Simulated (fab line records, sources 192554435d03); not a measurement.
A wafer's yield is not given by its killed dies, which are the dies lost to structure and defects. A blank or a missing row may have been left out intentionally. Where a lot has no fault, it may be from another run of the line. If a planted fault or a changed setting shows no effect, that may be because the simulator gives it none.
2 desks looking at one fault | flow n5 finfet | numbers are kept per desk, each desk with only its own; the story behind them comes last

## AT THE TOOL OWNER'S DESK: litho track-05
The tool's own readings at N5_PMOS_HMC_CHANNEL_EPI_COAT_31 (time 60 s, resist thk 66 nm): means of the sampled wafers that have a number, for each lot that ran on this tool. If a lot's mean is further than 4 standard deviations from the usual mean, the lot is out of limits and carries the mark OUT (the distance appears in the brackets).
Columns: A = heater power total W at N5_PMOS_HMC_CHANNEL_EPI_COAT_31, usual 391.7 W; B = plate temp C at N5_PMOS_HMC_CHANNEL_EPI_COAT_31, usual 205.00 C
lot  | first seen here | A               | B
L281 | day 3 12:40     | 390.8           | 205.14
L282 | day 3 17:42     | 391.5           | 204.88
L284 | day 4 04:57     | 408.6 (+13) OUT | 212.33 (+43) OUT
L285 | day 4 10:49     | 408.8 (+13) OUT | 212.53 (+44) OUT
Finding of this desk: L284, L285 out of limits; the first was L284 at day 4 04:57, on heater power total W at N5_PMOS_HMC_CHANNEL_EPI_COAT_31. In limits: L281, L282.

## METROLOGY DESK
What the gauges read for every lot (on any tool): the sampled wafers with a number, averaged. If a lot's mean is further than 4 standard deviations from the usual mean, the lot is out of limits and carries the mark OUT (the distance appears in the brackets). Only the readings that lie furthest out on some lot appear, 7 of the 12 it has.
Columns: A = cd nm at N5_WELL_APT_CD_MEAS_08, usual 199.9 nm; B = cd nm at N5_PMOS_HMC_CHANNEL_EPI_CD_MEAS_09, usual 237.9 nm; C = DIBL_N at N5_BEOL_M4_RC_MEAS_101, usual 37.1 mV/V; D = IOFF_N at N5_BEOL_M4_RC_MEAS_101, usual 0.18 nA/um; E = ION_N at N5_BEOL_M4_RC_MEAS_101, usual 678 uA/um; F = SS_P at N5_BEOL_M4_RC_MEAS_101, usual 73.7 mV/dec; G = VT_N at N5_BEOL_M4_RC_MEAS_101, usual 249 mV
lot  | first seen here | A     | B     | C    | D    | E   | F    | G
L275 | day 1 19:37     | 197.8 | 238.4 | 37.1 | 0.19 | 671 | 73.5 | 248
L278 | day 2 13:40     | 201.9 | 236.5 | 39.6 | 0.19 | 676 | 74.0 | 248
L281 | day 3 07:41     | 198.9 | 237.7 | 36.6 | 0.18 | 676 | 73.9 | 250
L282 | day 3 14:13     | 200.1 | 237.2 | 40.7 | 0.25 | 691 | 74.3 | 244
L284 | day 4 01:50     | 204.7 | 238.8 | 35.2 | 0.14 | 659 | 72.9 | 251
L285 | day 4 07:41     | 199.8 | 238.4 | 36.2 | 0.16 | 678 | 73.5 | 250
L288 | day 5 01:50     | 198.3 | 237.9 | 38.3 | 0.22 | 694 | 74.0 | 246
L292 | day 6 01:41     | 200.3 | 236.6 | 33.7 | 0.13 | 665 | 72.3 | 251
L294 | day 6 18:06     | 199.8 | 237.6 | 35.4 | 0.14 | 665 | 73.4 | 254
L296 | day 7 01:41     | 200.6 | 237.5 | 37.3 | 0.20 | 693 | 74.4 | 246
Result from this desk: across the 10 lots, nothing is out of limits.

## ALL TOGETHER
The tool owner's desk had the chance to raise an alarm at day 4 04:57 on L284, L285.
Nothing out of limits was seen by the metrology desk.
The metrology desk has L284, L285 on record, within its limits.
N5_PMOS_HMC_CHANNEL_EPI_COAT_31 was run on litho track-05 by each of the lots named.

## WHAT THE SIMULATOR HAD PUT IN
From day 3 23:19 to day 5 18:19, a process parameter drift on litho track-05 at N5_PMOS_HMC_CHANNEL_EPI_COAT_31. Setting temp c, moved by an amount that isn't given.
Struck lots among those shown: L284, L285.
Each desk's first reading out of limits, in hours after the fault started: the tool owner's desk, 6.
